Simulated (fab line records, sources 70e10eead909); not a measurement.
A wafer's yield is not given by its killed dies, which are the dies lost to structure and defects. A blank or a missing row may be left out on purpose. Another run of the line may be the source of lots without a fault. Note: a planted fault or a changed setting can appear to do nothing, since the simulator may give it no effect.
Chamber matching ; flow nand_harc ; rie_diel-09 running NHARC_A_M1_ETCH_35: 4 sister chambers
The step etches the open film in N2/H2, target depth 40 nm, overetch 12 nm, time 43.94 s. 8 wafers are shown with their chamber, then 8 later ones without.

## WAFERS, EACH WITH ITS CHAMBER
wafer;chamber;showerhead_plenum_p_Torr (Torr);drypump_motor_current_A (A)
L082.3;2;2.14;5.4
L080.2;0;2.18;5.3
L080.3;1;1.99;5.8
L080.4;1;1.99;5.8
L088.2;0;2.18;5.4
L088.3;2;2.14;5.4
L088.4;3;2.09;5.0
L093.1;3;2.08;5.0

## WAFERS WITH NO CHAMBER GIVEN
wafer;showerhead_plenum_p_Torr (Torr);drypump_motor_current_A (A)
L093.4;2.08;5.0
L093.6;2.14;5.4
L092.1;1.99;5.8
L092.2;2.14;5.4
L092.5;2.14;5.3
L095.1;1.99;5.8
L095.2;2.14;5.4
L095.4;2.09;5.0

## CHAMBER TAKEN BY EACH
wafer;from the rows above;in truth
L093.4;3;3
L093.6;2;2
L092.1;1;1
L092.2;2;2
L092.5;2;2
L095.1;1;1
L095.2;2;2
L095.4;3;3
8 of 8 placed correctly. Number that these rows cannot place: 0. 0 placed wrongly.
How it was worked out, from the rows above alone: a wafer's distance from a chamber is the root of the sum, over the readings, of the square of ((its reading less the chamber's mean) divided by the reading's scatter). The wafer belongs to the nearest chamber; if the next one is less than 2 further off, it can't be placed. For every chamber, the mean is computed from those of its wafers that are shown. How the scatter is found: for the shown wafers, subtract from each reading the mean of its chamber, square and add these, divide the total by (wafers less chambers), then take the root.
